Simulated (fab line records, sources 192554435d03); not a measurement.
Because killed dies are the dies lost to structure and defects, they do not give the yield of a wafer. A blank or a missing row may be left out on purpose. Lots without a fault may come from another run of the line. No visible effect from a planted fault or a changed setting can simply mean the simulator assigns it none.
Comparing a struck lot with a sound one + flow n5Finfet + 14 steps out of a route of 1938
Sound: wafers L399.1, L399.4, L399.6. Struck: wafer L412.4 (left out: L412.6, a lot-mate that was not struck); the cause follows at the end.
Per side, at each step with rows, come the tool, then ch with its chambers, and then its first start. Under that, the readings that differ: sound wafers + struck wafers + difference of the means + sigmas: that difference in standard deviations of wafers without a fault.
alike: same words and numbers on both sides, and readings whose means sit less than 2 such deviations apart. not compared: any withheld reading, any reading some wafer has no value for, any bound like >300 that may hide the same value, and any number with overlapping values for which the record gives no deviation.
The two part at a step that has a row with sigmas, a row that says differs or no value, or rows on one side only. Numbers that don't overlap but have no deviation are shown without sigmas and don't part them. A reading missing from all wafers of one side parts the sides only when that side holds two or more wafers.

N5_BEOL_M13_ETCH_68: etches SOC in N2/H2, time 355 s.
  sound on rieDiel-06 ch 1,2,3, day 12 01:53; struck on rieDiel-01 ch 1, day 15 13:58
  alike: drypumpMotorCurrentA, n2FlowSccm, oesProductAu, rfVppV, showerheadPlenumPTorr, throttleValvePct
  not compared: rfHoursCounterH
then, 1 step without rows for these wafers: N5_BEOL_M13_STRIP_69 (strips in N2/H2).
N5_BEOL_M13_TRENCH_ETCH_34: etches SiOC in C4F8/O2/Ar, target depth 413.47 nm, time 162.6 s.
  sound on rieDiel-06 ch 1,2,3, day 12 02:06; struck on rieDiel-01 ch 1, day 15 14:12
| reading                  | sound       | struck | difference | sigmas |
|--------------------------|-------------|--------|------------|--------|
| drypumpMotorCurrentA (A) | 6.6 4.9 5.1 | 6.8    | +1.3       | +2     |
  alike: oesProductAu, rfVppV, showerheadPlenumPTorr, throttleValvePct
  not compared: rfHoursCounterH
then, 1 step without rows for these wafers: N5_BEOL_M13_STRIP_70 (strips in C4F8/O2/Ar).
N5_BEOL_M13_OCD_MEAS_35:
  struck on ocd-02, day 15 14:22; sound on ocd-02, day 12 02:16
  alike: trenchDepthNm
then, 1 step without rows for these wafers: N5_BEOL_M13_STRIP_37 (strips in N2/H2).
N5_BEOL_M13_ETCH_38: etches SiCN in CF4/N2, target depth 67.5 nm, time 71.9 s.
  sound on rieDiel-01 ch 0,1,2, day 12 05:10; struck on rieDiel-04 ch 0, day 15 16:50
  alike: drypumpMotorCurrentA, n2FlowSccm, oesProductAu, rfVppV, showerheadPlenumPTorr, throttleValvePct
  not compared: rfHoursCounterH
then, 2 steps without rows for these wafers: N5_BEOL_M13_PRECLEAN_39 (cleans in residue remover, time 60 s); N5_BEOL_M13_SRD_40 (time 30 s, dry time 30 s).
N5_BEOL_M13_DEGAS_41: time 60 s.
  struck on pvdSputter-03, day 15 17:04; sound on pvdSputter-02, day 12 05:39
  alike: heaterPowerW
N5_BEOL_M13_PRE_CLEAN_42: time 30 s.
  struck on pvdSputter-03, day 15 17:06; sound on pvdSputter-02, day 12 05:41
  alike: heaterPowerW
then, 1 step without rows for these wafers: N5_BEOL_M13_SPUTTER_43 (material TaN, target thk 15 nm, time 24.19 s).
N5_BEOL_M13_SPUTTER_44: material Ta, target thk 10 nm, time 16.13 s.
  struck on pvdSputter-03, day 15 17:13; sound on pvdSputter-02, day 12 05:49
| reading                                    | sound          | struck | difference | sigmas |
|--------------------------------------------|----------------|--------|------------|--------|
| throttleValvePct (%)                       | 29.3 29.6 30.1 | 31.5   | +1.8       | +2     |
| model.Ta_of_BEOL_M13_SPUTTER_44.thkNm (nm) | 9.8 10 10      | 11.6   | +1.7       |        |
  alike: biasV
then, 1 step without rows for these wafers: N5_BEOL_M13_SPUTTER_45 (material Cu, target thk 80 nm, time 13.33 s).

WHERE THEY PART
Last at N5_BEOL_M13_SPUTTER_44 as far as this record goes, first at N5_BEOL_M13_TRENCH_ETCH_34.

WHY: what the simulator had put in
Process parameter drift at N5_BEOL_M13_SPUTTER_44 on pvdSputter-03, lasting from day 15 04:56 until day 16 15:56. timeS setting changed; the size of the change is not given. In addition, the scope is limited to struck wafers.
